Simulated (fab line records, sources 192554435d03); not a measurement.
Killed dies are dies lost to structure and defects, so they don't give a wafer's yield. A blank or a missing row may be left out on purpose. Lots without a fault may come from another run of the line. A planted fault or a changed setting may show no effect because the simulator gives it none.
fab line records | flow n5_finfet | part 2 of 2: steps 27 to 32 of 32
record lots=5 wafers=15 last_day=17
route steps=1938 shown MOL_CONTACT_COAG@545
lots that met no fault: from a run of the same line without faults
start_h: hours from the record's first day to the start of the lot's first wafer shown | wait_h: hours since the lot's step before | " the same as in the row above | L1.1+2: a row that stands for several wafers | - no value, or no start given | * or withheld: withheld | < > ~ a bound
route shown NAME@n: a module of which the file shows steps, and the number in the route of the first | usual: mean/standard deviation of fault-free wafers | same: alike in all rows | chamber/n: place in a boat | sites: the reading at each site | _std_site: their standard deviation | _edge_site: outer sites' mean less inner sites' | radius_mm: how far each site lies from the wafer's centre | mask NAME#n: copy n | behind: the tool/chamber that last shaped the wafer | hold: why the lot was held/for how many hours/how that ended | device: the transistor (n, p or np) that didn't switch | end of line: the same wafers' tests at the end of the route | a step without rows: its recipe alone | killed: dies lost to structure and defects at the first sort, not the wafer's yield | map: a wafer's dies, x killed, . not, _ none there
set.NAME: the setting as run; set.NAME@STEP: as run at that earlier step | model.NAME: the simulator's own value behind a step, which no gauge read
lots at some steps of the route; a table a step, a row a wafer
services: from which hour (start_h, from the record's first day; less than 0 if before it) a tool's chamber was out of use, for how many hours, and why
## steps
# step N5_MOL_CONTACT_COAG_CD_MEAS_84
# recipe target_cd_nm=25.1 landing_energy_ev=500 detector=se_inlens polarity=opening
# usual cd_nm=25.15/0.24
# columns lot.wafer tool chamber start_h wait_h cd_nm
L074.1 cd_sem-03 0 101.47 - 25.49
L074.2 " 0 " " 24.93
L074.6 " 0 " " 24.82
L076.1 cd_sem-03 0 112.59 - 25.02
L076.3 " 0 " " 24.95
L076.4 " 0 " " 25.04
L090.1 cd_sem-02 0 193.28 - 24.90
L090.3 " 0 " " 25.26
L090.4 " 0 " " 25.41
L094.2 cd_sem-03 0 217.66 - 25.39
L094.4 " 0 " " 25.27
L094.6 " 0 " " 25.02
L097.3 cd_sem-03 0 237.17 - 24.75
L097.4 " 0 " " 25.17
L097.5 " 0 " " 25.51
# step N5_MOL_CONTACT_COAG_OVL_MEAS_85
# recipe points_per_wafer=522
# usual VG_OVL=0.1/0.71
# same points_per_wafer=522
# columns lot.wafer tool chamber start_h wait_h VG_OVL[nm]
L074.1 overlay-02 0 101.50 0.0 0.0
L074.2 " 0 " " -0.1
L074.6 " 0 " " 0.5
L076.1 overlay-01 0 112.62 0.0 0.7
L076.3 " 0 " " 0.6
L076.4 " 0 " " 1.0
L090.1 overlay-01 0 193.31 0.0 0.2
L090.3 " 0 " " -0.4
L090.4 " 0 " " -0.2
L094.2 overlay-02 0 217.69 0.0 0.2
L094.4 " 0 " " 0.7
L094.6 " 0 " " -0.4
L097.3 overlay-01 0 237.21 0.0 0.3
L097.4 " 0 " " 0.0
L097.5 " 0 " " 0.2
# step N5_MOL_CONTACT_COAG_INSPECT_57
# recipe mode=adi inspect_instrument=brightfield
# usual raw_defect_count=193/60
# columns lot.wafer tool chamber start_h wait_h raw_defect_count
L074.1 defect_inspect-02 - 101.55 0.1 162
L074.2 " - " " 162
L074.6 " - " " 217
L076.1 defect_inspect-01 - 112.68 0.1 221
L076.3 " - " " 154
L076.4 " - " " 148
L090.1 defect_inspect-02 - 193.37 0.1 379
L090.3 " - " " 237
L090.4 " - " " 155
L094.2 defect_inspect-02 - 217.74 0.0 195
L094.4 " - " " 156
L094.6 " - " " 340
L097.3 defect_inspect-01 - 237.26 0.0 173
L097.4 " - " " 278
L097.5 " - " " 149
# step N5_MOL_CONTACT_COAG_DESCUM_88
# recipe chemistry=O2 time_s=7 source_power_w=50 bias_power_w=20 pressure_mtorr=20 rf_frequency_hz=2.712e+07 temp_c=40 resist=CAR-EUV o2_flow_sccm=225
# usual drypump_motor_current_A=5.4/0.54 oes_product_au=0.76/0.097 rf_fwd_power_W=49.44/0.2 rf_vpp_V=242.6/1.4 showerhead_plenum_p_Torr=2.06/0.061 throttle_valve_pct=20.41/0.21
# columns lot.wafer tool chamber start_h wait_h drypump_motor_current_A oes_product_au rf_fwd_power_W rf_hours_counter_h rf_vpp_V showerhead_plenum_p_Torr throttle_valve_pct
L074.1 rie_diel-04 3 101.59 0.0 4.8 0.72 49.26 170 244.8 2.16 20.61
L074.2 " 2 " " 5.3 0.72 49.43 161 240.9 2.04 20.43
L074.6 " 1 " " 5.4 0.69 49.55 - 240.0 1.99 20.49
L076.1 rie_diel-04 2 112.72 0.0 5.3 0.73 49.11 165 240.9 2.04 20.42
L076.3 " 3 " " 4.9 0.72 49.29 173 245.7 2.16 20.60
L076.4 " 1 " " 5.3 0.68 49.40 231 240.6 1.99 20.51
L090.1 rie_diel-05 1 193.40 0.0 6.4 0.73 49.62 175 241.8 2.00 20.47
L090.3 " 0 " " 5.9 0.92 49.55 15 242.4 2.04 19.91
L090.4 " 3 " " 4.9 0.73 49.81 191 242.9 2.01 20.64
L094.2 rie_diel-05 1 217.78 0.0 6.4 0.73 49.60 185 242.1 1.99 20.48
L094.4 " 0 " " 5.9 0.90 49.27 24 243.7 2.03 19.90
L094.6 " 1 " " 6.4 0.73 49.51 - 241.9 1.99 20.46
L097.3 rie_diel-01 1 237.29 0.0 4.7 0.70 49.31 222 247.0 2.15 20.57
L097.4 " 3 " " 4.9 0.96 49.68 10 242.9 2.07 20.12
L097.5 " 3 " " 4.9 0.95 49.46 - 242.1 2.07 20.12
# step N5_MOL_CONTACT_COAG_ETCH_89
# recipe chemistry=N2/H2 target=underlayer target_depth_a=130 mask_material=CAR-EUV time_s=10.4 ion_energy_ev=200 pressure_mtorr=30 source_w=840 bias_w=150 n2_flow_sccm=200 h2_flow_sccm=200 ends=cleared
# usual drypump_motor_current_A=5.4/0.54 etch_rf_on_time_s=10.6/0.31 h2_flow_sccm=199.9/0.61 oes_product_au=0.64/0.082 rf_fwd_power_W=819.4/2.5 rf_vpp_V=522.6/2.4 showerhead_plenum_p_Torr=2.50/0.073 throttle_valve_pct=17.85/0.27
# columns lot.wafer tool chamber start_h wait_h drypump_motor_current_A etch_rf_on_time_s h2_flow_sccm oes_product_au rf_fwd_power_W rf_hours_counter_h rf_vpp_V showerhead_plenum_p_Torr throttle_valve_pct
L074.1 rie_diel-04 3 101.62 0.0 4.9 10.7 200.5 0.61 819.4 170 526.2 2.62 18.02
L074.2 " 2 " " 5.3 10.5 199.5 0.63 821.5 161 522.2 2.46 17.73
L074.6 " 1 " " 5.3 10.8 200.5 0.57 816.9 - 520.6 2.40 17.95
L076.1 rie_diel-04 2 112.75 0.0 5.3 10.4 200.6 0.63 818.5 165 520.4 2.46 17.74
L076.3 " 3 " " 4.9 10.9 200.9 0.60 817.8 173 525.6 2.62 18.03
L076.4 " 1 " " 5.4 10.9 200.2 0.58 819.2 231 519.0 2.40 17.96
L090.1 rie_diel-05 1 193.44 0.0 6.4 11.0 200.6 0.62 817.9 175 521.3 2.45 18.07
L090.3 " 0 " " 5.9 10.4 199.5 0.79 819.1 15 521.1 2.51 17.49
L090.4 " 3 " " 4.9 10.4 199.5 0.62 818.1 191 521.1 2.42 17.93
L094.2 rie_diel-05 1 217.81 0.0 6.4 11.2 200.2 0.61 819.4 185 520.9 2.45 18.07
L094.4 " 0 " " 6.0 10.5 199.8 0.77 819.9 24 521.8 2.50 17.52
L094.6 " 1 " " 6.5 11.3 199.7 0.60 819.5 - 521.3 2.45 18.08
L097.3 rie_diel-01 1 237.32 0.0 4.7 10.6 201.1 0.60 818.6 222 525.5 2.61 17.99
L097.4 " 3 " " 4.9 10.3 200.8 0.80 819.2 10 522.1 2.51 17.49
L097.5 " 3 " " 4.8 10.4 200.7 0.80 819.7 - 520.8 2.51 17.46
# step N5_MOL_CONTACT_COAG_ETCH_90
# recipe chemistry=CF4 target=SiARC target_depth_a=130 mask_material=CAR-EUV time_s=21.7 ion_energy_ev=80 pressure_mtorr=40 source_w=545 bias_w=36 Ar_flow_sccm=100 cf4_flow_sccm=100 ends=cleared
# usual drypump_motor_current_A=5.4/0.54 etch_rf_on_time_s=22.1/0.68 oes_product_au=0.65/0.082 rf_fwd_power_W=531.7/1.6 rf_vpp_V=183.7/1.3 showerhead_plenum_p_Torr=2.11/0.069 throttle_valve_pct=15.58/0.28
# columns lot.wafer tool chamber start_h wait_h drypump_motor_current_A etch_rf_on_time_s oes_product_au rf_fwd_power_W rf_hours_counter_h rf_vpp_V showerhead_plenum_p_Torr throttle_valve_pct
L074.1 rie_diel-04 3 101.64 0.0 4.9 22.6 0.61 532.5 170 186.6 2.24 15.92
L074.2 " 2 " " 5.3 21.5 0.63 530.8 161 182.2 2.06 15.35
L074.6 " 1 " " 5.4 22.6 0.58 531.5 - 183.7 2.02 15.61
L076.1 rie_diel-04 2 112.77 0.0 5.3 21.6 0.63 531.0 165 183.1 2.06 15.35
L076.3 " 3 " " 4.9 22.9 0.60 528.8 173 186.9 2.24 15.94
L076.4 " 1 " " 5.3 22.8 0.57 532.2 231 182.8 2.01 15.61
L090.1 rie_diel-05 1 193.46 0.0 6.4 23.2 0.62 533.8 175 182.2 2.06 15.70
L090.3 " 0 " " 6.0 21.5 0.78 529.5 15 183.6 2.09 15.12
L090.4 " 3 " " 4.9 21.6 0.62 532.2 191 182.5 2.03 15.68
L094.2 rie_diel-05 1 217.83 0.0 6.5 23.1 0.62 535.7 185 183.0 2.06 15.72
L094.4 " 0 " " 5.9 21.6 0.77 530.3 24 182.6 2.09 15.13
L094.6 " 1 " " 6.4 23.3 0.61 531.9 - 183.1 2.06 15.73
L097.3 rie_diel-01 1 237.34 0.0 4.7 21.6 0.61 531.8 222 185.8 2.20 15.79
L097.4 " 3 " " 4.9 21.1 0.81 531.9 11 183.9 2.09 15.09
L097.5 " 3 " " 4.9 21.1 0.81 532.1 - 184.8 2.09 15.07
## services
# columns tool chamber start_h hours kind
euv_scanner-02 - 67.43 1.0 pm
cmp-03 - 68.20 0.2 repair
ald_sin-02 1 69.29 7.8 repair
rie_diel-05 - 71.46 0.8 repair
euv_scanner-02 - 74.50 0.3 repair
ald_sin-04 - 85.70 14.0 pm
euv_scanner-02 - 101.80 5.8 pm
rie_diel-01 - 102.19 4.3 pm
rie_diel-01 2 107.31 5.2 repair
rie_diel-01 - 114.81 14.6 pm
rie_diel-05 2 120.99 4.6 repair
euv_scanner-02 - 123.58 1.0 pm
cmp-04 - 126.13 0.8 repair
cmp-04 - 133.17 4.0 pm
cmp-03 - 134.08 1.0 repair
wet_bench-04 - 138.86 4.6 repair
pvd_sputter-01 - 144.28 0.7 repair
ald_sin-02 1 152.20 10.6 repair
rie_diel-04 1 152.74 6.5 repair
rtp_anneal-02 - 175.38 5.5 pm
pvd_sputter-02 - 177.09 4.0 repair
cmp-04 - 205.68 3.3 repair
cmp-04 - 231.46 1.4 repair
rie_diel-04 - 235.24 2.8 pm
